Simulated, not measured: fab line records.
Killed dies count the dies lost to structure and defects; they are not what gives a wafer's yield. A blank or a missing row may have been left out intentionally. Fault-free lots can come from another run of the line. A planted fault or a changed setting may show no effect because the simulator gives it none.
Which tool was responsible?    flow n5-finfet    Sampling: 24 lots, 72 wafers, 6 of 1938 route steps

== WHAT THE GAUGES READ, wafer by wafer ==
The record lacks any reading of a measuring or inspecting step that a usual standard deviation could be used to judge.

== TOOL THAT RAN EACH LOT (tool first, then ch and the chambers of the sampled wafers, then the start) ==
lot   N5_BEOL_M8_STRIP_36                 N5_BEOL_M8_CURE_75             N5_BEOL_M8_ALD_77                    N5_BEOL_M8_SURFACE_TREAT_79   N5_BEOL_M9_STRIP_67                 N5_BEOL_M9_STRIP_19
L074  rie-diel-05 ch 0,2, day 9 17:49     uv-cure-02 ch 2, day 9 18:17   ald-metal-02 ch 0,1,2, day 9 18:53   pvd-sputter-03, day 9 19:29   rie-diel-01 ch 0,1, day 10 00:43    rie-diel-01 ch 0,1,2, day 10 01:00
L075  rie-diel-04 ch 0,1, day 9 18:05     uv-cure-01 ch 1, day 9 18:35   ald-metal-03 ch 1,2,3, day 9 19:23   pvd-sputter-03, day 9 19:42   rie-diel-06 ch 1,2, day 10 01:01    rie-diel-06 ch 0,1,2, day 10 01:16
L076  rie-diel-03 ch 0,1, day 9 19:56     uv-cure-01 ch 0, day 9 20:20   ald-metal-02 ch 1,3, day 9 21:07     pvd-sputter-01, day 9 21:29   rie-diel-01 ch 1,2, day 10 01:17    rie-diel-01 ch 0,1, day 10 01:26
L078  rie-diel-04 ch 0,3, day 10 03:41    uv-cure-01 ch 0, day 10 04:18  ald-metal-02 ch 0,2, day 10 04:49    pvd-sputter-03, day 10 05:07  rie-diel-01 ch 0,1,2, day 10 10:04  rie-diel-02 ch 1,3, day 10 10:16
L077  rie-diel-05 ch 0,2,3, day 10 04:45  uv-cure-01 ch 2, day 10 05:14  ald-metal-01 ch 1,2, day 10 05:34    pvd-sputter-02, day 10 06:05  rie-diel-02 ch 1,3, day 10 10:32    rie-diel-01 ch 0,1, day 10 10:42
L079  rie-diel-04 ch 0,3, day 10 15:16    uv-cure-03 ch 2, day 10 15:48  ald-metal-03 ch 2,3, day 10 16:49    pvd-sputter-01, day 10 17:10  rie-diel-06 ch 1,2,3, day 10 20:34  rie-diel-01 ch 1,2, day 10 20:43
L081  rie-diel-04 ch 1,3, day 10 21:19    uv-cure-03 ch 1, day 10 21:43  ald-metal-01 ch 0,3, day 10 22:15    pvd-sputter-01, day 10 22:34  rie-diel-01 ch 0,2,3, day 11 02:44  rie-diel-02 ch 0,1,2, day 11 02:53
L080  rie-diel-03 ch 0,1,3, day 10 21:29  uv-cure-02 ch 1, day 10 21:56  ald-metal-02 ch 0,1,3, day 10 22:26  pvd-sputter-01, day 10 22:49  rie-diel-06 ch 0,1,2, day 11 02:57  rie-diel-01 ch 1,2,3, day 11 03:13
L083  rie-diel-03 ch 0,1,3, day 11 05:38  uv-cure-03 ch 0, day 11 06:11  ald-metal-03 ch 1,2, day 11 06:46    pvd-sputter-03, day 11 07:07  rie-diel-06 ch 0,3, day 11 10:33    rie-diel-01 ch 0,1, day 11 10:42
L082  rie-diel-03 ch 0,2,3, day 11 15:28  uv-cure-03 ch 2, day 11 15:52  ald-metal-01 ch 1,2,3, day 11 16:34  pvd-sputter-03, day 11 16:55  rie-diel-06 ch 1,3, day 11 21:43    rie-diel-06 ch 1,2, day 11 21:59
L084  rie-diel-04 ch 0,1,3, day 11 15:38  uv-cure-02 ch 2, day 11 16:11  ald-metal-02 ch 0,1,3, day 11 16:37  pvd-sputter-03, day 11 16:57  rie-diel-06 ch 1,2, day 11 21:58    rie-diel-02 ch 1,2,3, day 11 22:07
L085  rie-diel-03 ch 1,2,3, day 11 22:34  uv-cure-03 ch 1, day 11 22:58  ald-metal-02 ch 1,2,3, day 11 23:48  pvd-sputter-01, day 12 00:07  rie-diel-06 ch 0,2,3, day 12 05:36  rie-diel-02 ch 1,3, day 12 05:45
L086  rie-diel-03 ch 1,2,3, day 12 08:20  uv-cure-03 ch 2, day 12 08:53  ald-metal-03 ch 0,1, day 12 09:40    pvd-sputter-01, day 12 10:52  rie-diel-02 ch 0,1,3, day 12 13:48  rie-diel-06 ch 0,1,3, day 12 13:58
L087  rie-diel-03 ch 2,3, day 12 08:44    uv-cure-02 ch 2, day 12 09:11  ald-metal-02 ch 1,3, day 12 11:19    pvd-sputter-03, day 12 11:37  rie-diel-01 ch 0,2, day 12 14:39    rie-diel-02 ch 0,1,2, day 12 14:59
L088  rie-diel-03 ch 0,1,3, day 13 03:18  uv-cure-02 ch 1, day 13 03:41  ald-metal-03 ch 0,1,3, day 13 06:33  pvd-sputter-01, day 13 06:57  rie-diel-02 ch 0,1, day 13 11:09    rie-diel-06 ch 0,1,2, day 13 11:22
L089  rie-diel-03 ch 0,1,3, day 13 06:44  uv-cure-01 ch 2, day 13 07:11  ald-metal-03 ch 0,1, day 13 07:38    pvd-sputter-01, day 13 08:04  rie-diel-02 ch 1,2, day 13 14:18    rie-diel-01 ch 0,1,3, day 13 14:35
L090  rie-diel-05 ch 1,3, day 13 06:52    uv-cure-03 ch 1, day 13 07:15  ald-metal-02 ch 0,2,3, day 13 07:46  pvd-sputter-02, day 13 09:44  rie-diel-02 ch 0,2, day 13 14:33    rie-diel-02 ch 1,2, day 13 14:51
L091  rie-diel-05 ch 0,2, day 14 00:20    uv-cure-01 ch 2, day 14 00:47  ald-metal-01 ch 0,2, day 14 01:25    pvd-sputter-01, day 14 01:45  rie-diel-06 ch 1,2, day 14 08:14    rie-diel-06 ch 0,1,3, day 14 08:23
L093  rie-diel-04 ch 1,2,3, day 14 02:08  uv-cure-03 ch 1, day 14 02:38  ald-metal-02 ch 1,2,3, day 14 03:25  pvd-sputter-03, day 14 03:46  rie-diel-06 ch 0,1,2, day 14 09:11  rie-diel-06 ch 1,2,3, day 14 09:21
L094  rie-diel-03 ch 0,2, day 14 07:25    uv-cure-03 ch 0, day 14 07:52  ald-metal-02 ch 2,3, day 14 08:38    pvd-sputter-02, day 14 08:55  rie-diel-02 ch 0,1,3, day 14 14:58  rie-diel-02 ch 1,2, day 14 15:07
L095  rie-diel-03 ch 0,1, day 14 14:42    uv-cure-01 ch 2, day 14 15:29  ald-metal-03 ch 0,2,3, day 14 16:44  pvd-sputter-01, day 14 17:02  rie-diel-01 ch 0,1,2, day 14 20:50  rie-diel-01 ch 0,1,3, day 14 21:05
L092  rie-diel-04 ch 1,3, day 14 14:46    uv-cure-03 ch 0, day 14 15:36  ald-metal-02 ch 1,2,3, day 14 16:49  pvd-sputter-01, day 14 17:05  rie-diel-02 ch 1,3, day 14 21:00    rie-diel-02 ch 0,3, day 14 21:09
L096  rie-diel-04 ch 0,3, day 15 04:33    uv-cure-01 ch 0, day 15 05:07  ald-metal-03 ch 0,2,3, day 15 05:29  pvd-sputter-03, day 15 05:53  rie-diel-06 ch 0,2,3, day 15 11:16  rie-diel-06 ch 0,2,3, day 15 11:25
L097  rie-diel-03 ch 0,1,3, day 15 13:37  uv-cure-01 ch 0, day 15 14:03  ald-metal-03 ch 0,3, day 15 14:29    pvd-sputter-01, day 15 14:50  rie-diel-06 ch 0,1,3, day 15 18:41  rie-diel-01 ch 0,1,3, day 15 18:50
- N5_BEOL_M8_STRIP_36: strips in N2/H2.
- N5_BEOL_M8_CURE_75: cures SiCOH lowk, time 120 s.
- N5_BEOL_M8_ALD_77: deposits TaN, target thk 2 nm, pulse time 2 s, purge time 3 s.
- N5_BEOL_M8_SURFACE_TREAT_79
- N5_BEOL_M9_STRIP_67: strips in CF4.
- N5_BEOL_M9_STRIP_19: strips in O2.

== AS READ BY THE TOOLS THEMSELVES (means over the sampled wafers that have a number; for cases with no such wafer, the mark the record gives instead) ==
N5_BEOL_M8_STRIP_36.
lot   tool         drypump-motor-current-A (A)  oes-product-au (a.u.)  rf-vpp-V (V)  showerhead-plenum-p-Torr (Torr)  throttle-valve-pct (%)
L074  rie-diel-05  6.0                          0.86                   57.2          2.46                             23.49
L075  rie-diel-04  5.3                          0.86                   59.7          2.53                             23.55
L076  rie-diel-03  5.7                          0.83                   60.2          2.59                             23.38
L078  rie-diel-04  5.5                          0.94                   59.4          2.63                             23.47
L077  rie-diel-05  6.0                          0.82                   61.4          2.53                             23.58
L079  rie-diel-04  5.4                          0.94                   60.0          2.62                             23.48
L081  rie-diel-04  5.0                          0.78                   59.7          2.51                             23.55
L080  rie-diel-03  5.7                          0.77                   59.4          2.53                             23.50
L083  rie-diel-03  5.7                          0.76                   60.2          2.53                             23.49
L082  rie-diel-03  5.4                          0.76                   58.2          2.54                             23.50
L084  rie-diel-04  5.2                          0.85                   59.0          2.56                             23.53
L085  rie-diel-03  5.5                          0.74                   59.7          2.45                             23.58
L086  rie-diel-03  5.5                          0.73                   59.4          2.44                             23.56
L087  rie-diel-03  5.2                          0.73                   60.1          2.45                             23.59
L088  rie-diel-03  5.6                          0.75                   59.2          2.52                             23.53
L089  rie-diel-03  5.6                          0.75                   59.6          2.52                             23.53
L090  rie-diel-05  6.1                          0.82                   59.0          2.68                             23.61
L091  rie-diel-05  6.0                          0.80                   59.0          2.44                             23.52
L093  rie-diel-04  5.5                          0.83                   60.1          2.60                             23.60
L094  rie-diel-03  5.4                          0.79                   59.0          2.59                             23.43
L095  rie-diel-03  5.7                          0.78                   58.3          2.58                             23.43
L092  rie-diel-04  5.0                          0.73                   59.2          2.49                             23.60
L096  rie-diel-04  5.4                          0.87                   58.2          2.64                             23.46
L097  rie-diel-03  5.6                          0.82                   58.9          2.52                             23.47

N5_BEOL_M8_CURE_75.
lot   tool        lamp-power-pct (%)  wafer_temp_C_max
L074  uv-cure-02  52.33               371.3
L075  uv-cure-01  52.30               373.2
L076  uv-cure-01  52.29               371.3
L078  uv-cure-01  52.30               371.8
L077  uv-cure-01  52.24               371.0
L079  uv-cure-03  52.31               372.7
L081  uv-cure-03  52.30               371.2
L080  uv-cure-02  52.31               371.5
L083  uv-cure-03  52.32               372.2
L082  uv-cure-03  52.33               372.8
L084  uv-cure-02  52.31               371.6
L085  uv-cure-03  52.32               371.4
L086  uv-cure-03  52.32               372.1
L087  uv-cure-02  52.35               371.4
L088  uv-cure-02  52.27               371.9
L089  uv-cure-01  52.33               371.3
L090  uv-cure-03  52.30               371.2
L091  uv-cure-01  52.31               371.2
L093  uv-cure-03  52.38               371.3
L094  uv-cure-03  52.37               372.1
L095  uv-cure-01  52.28               371.4
L092  uv-cure-03  52.34               372.3
L096  uv-cure-01  52.31               371.3
L097  uv-cure-01  52.32               371.6

N5_BEOL_M8_ALD_77.
lot   tool          chamber-pressure-Torr (Torr)  heater-power-w (W)  precursor-vessel-carrier-sccm (sccm)  precursor-vessel-temp-c (C)
L074  ald-metal-02  3.003                         435                 1003                                  75.00
L075  ald-metal-03  3.005                         391                 1002                                  74.96
L076  ald-metal-02  2.999                         426                 999                                   75.09
L078  ald-metal-02  3.006                         456                 998                                   74.99
L077  ald-metal-01  3.001                         415                 1000                                  75.05
L079  ald-metal-03  2.993                         379                 1000                                  75.03
L081  ald-metal-01  3.002                         519                 1001                                  75.06
L080  ald-metal-02  2.997                         427                 1001                                  75.06
L083  ald-metal-03  2.994                         385                 999                                   74.96
L082  ald-metal-01  3.007                         455                 999                                   75.07
L084  ald-metal-02  2.999                         426                 998                                   74.97
L085  ald-metal-02  3.001                         442                 1000                                  75.03
L086  ald-metal-03  3.000                         461                 1002                                  75.09
L087  ald-metal-02  2.995                         425                 1003                                  75.16
L088  ald-metal-03  2.998                         425                 1000                                  75.03
L089  ald-metal-03  3.003                         455                 999                                   75.06
L090  ald-metal-02  3.006                         451                 996                                   75.04
L091  ald-metal-01  2.996                         415                 997                                   75.01
L093  ald-metal-02  3.000                         435                 1000                                  75.01
L094  ald-metal-02  3.002                         464                 999                                   75.09
L095  ald-metal-03  3.006                         409                 1000                                  75.10
L092  ald-metal-02  2.998                         446                 996                                   74.92
L096  ald-metal-03  3.004                         413                 1001                                  74.90
L097  ald-metal-03  2.996                         447                 999                                   74.98

N5_BEOL_M9_STRIP_67.
lot   tool         drypump-motor-current-A (A)  oes-product-au (a.u.)  rf-vpp-V (V)  showerhead-plenum-p-Torr (Torr)  throttle-valve-pct (%)
L074  rie-diel-01  5.5                          0.77                   272.4         1.83                             13.5
L075  rie-diel-06  6.2                          0.77                   270.5         1.72                             13.7
L076  rie-diel-01  5.5                          0.72                   271.5         1.81                             13.8
L078  rie-diel-01  5.5                          0.77                   271.9         1.79                             13.5
L077  rie-diel-02  6.0                          0.76                   270.3         1.76                             13.6
L079  rie-diel-06  6.1                          0.82                   269.9         1.74                             13.6
L081  rie-diel-01  5.7                          0.75                   270.6         1.74                             13.5
L080  rie-diel-06  6.4                          0.77                   270.7         1.76                             13.7
L083  rie-diel-06  6.4                          0.76                   271.9         1.80                             13.6
L082  rie-diel-06  6.0                          0.86                   269.7         1.75                             13.4
L084  rie-diel-06  6.4                          0.81                   269.5         1.73                             13.5
L085  rie-diel-06  6.2                          0.75                   270.7         1.76                             13.7
L086  rie-diel-02  5.9                          0.74                   271.2         1.80                             13.6
L087  rie-diel-01  5.5                          0.75                   270.8         1.74                             13.5
L088  rie-diel-02  5.8                          0.74                   273.5         1.84                             13.5
L089  rie-diel-02  5.5                          0.82                   272.0         1.84                             13.3
L090  rie-diel-02  5.6                          0.71                   271.7         1.82                             13.7
L091  rie-diel-06  6.2                          0.74                   269.9         1.71                             13.8
L093  rie-diel-06  6.5                          0.74                   270.2         1.76                             13.7
L094  rie-diel-02  5.9                          0.83                   273.2         1.87                             13.4
L095  rie-diel-01  5.5                          0.84                   272.9         1.85                             13.4
L092  rie-diel-02  6.0                          0.93                   273.5         1.89                             13.3
L096  rie-diel-06  6.2                          0.73                   270.3         1.76                             13.8
L097  rie-diel-06  6.4                          0.78                   270.6         1.77                             13.5

N5_BEOL_M9_STRIP_19.
lot   tool         drypump-motor-current-A (A)  oes-product-au (a.u.)  rf-vpp-V (V)  showerhead-plenum-p-Torr (Torr)  throttle-valve-pct (%)
L074  rie-diel-01  5.5                          0.77                   3.4           2.09                             16.5
L075  rie-diel-06  6.4                          0.76                   3.4           2.08                             16.9
L076  rie-diel-01  5.6                          0.81                   4.0           2.14                             16.4
L078  rie-diel-02  5.9                          0.80                   4.3           2.15                             16.5
L077  rie-diel-01  5.6                          0.77                   2.9           2.17                             16.7
L079  rie-diel-01  5.5                          0.72                   3.7           2.11                             16.9
L081  rie-diel-02  5.6                          0.78                   3.7           2.17                             16.6
L080  rie-diel-01  5.7                          0.69                   3.8           2.04                             16.8
L083  rie-diel-01  5.6                          0.80                   3.2           2.14                             16.4
L082  rie-diel-06  6.4                          0.81                   2.9           2.04                             16.8
L084  rie-diel-02  5.6                          0.77                   4.2           2.11                             16.7
L085  rie-diel-02  5.9                          0.78                   4.1           2.15                             16.5
L086  rie-diel-06  6.3                          0.80                   4.0           2.10                             16.7
L087  rie-diel-02  5.6                          0.77                   3.6           2.17                             16.6
L088  rie-diel-06  6.5                          0.73                   4.5           2.08                             16.9
L089  rie-diel-01  5.7                          0.82                   3.1           2.18                             16.5
L090  rie-diel-02  5.5                          0.80                   3.4           2.19                             16.4
L091  rie-diel-06  6.3                          0.79                   4.1           2.09                             16.7
L093  rie-diel-06  6.1                          0.79                   3.6           2.03                             16.8
L094  rie-diel-02  5.3                          0.79                   3.9           2.14                             16.6
L095  rie-diel-01  5.7                          0.80                   3.9           2.17                             16.5
L092  rie-diel-02  5.9                          0.78                   4.3           2.20                             16.7
L096  rie-diel-06  6.2                          0.73                   3.8           2.07                             17.0
L097  rie-diel-01  5.7                          0.79                   3.6           2.17                             16.5

== THE ANSWER, worked out from the rows above alone ==
Rule: the lots themselves supply what counts as usual. Put in order of their means at a reading, lots are off if they are a third of the lots or fewer, leave a main group of 4 or more, and stand apart from it by a gap of 3 or more times the standard deviation of the main group's means; of several such gaps the widest counts. The tables above print the reading to a certain number of digits; a main group whose means all agree to those digits is not used. A lot without any number at a reading at which 4 lots or more have one is off too. The other lots that the step has rows for count as sound. Order of review: gauges by route order, followed by the tools' own readings, for which a lot's mean as printed above is used. The first step at which some lot is off is used, and at that step the reading that is off furthest; a lot without a number counts as furthest.
No lot is off at any reading shown: from this, nothing can be told.

== WHAT THE SIMULATOR HAD PUT IN ==
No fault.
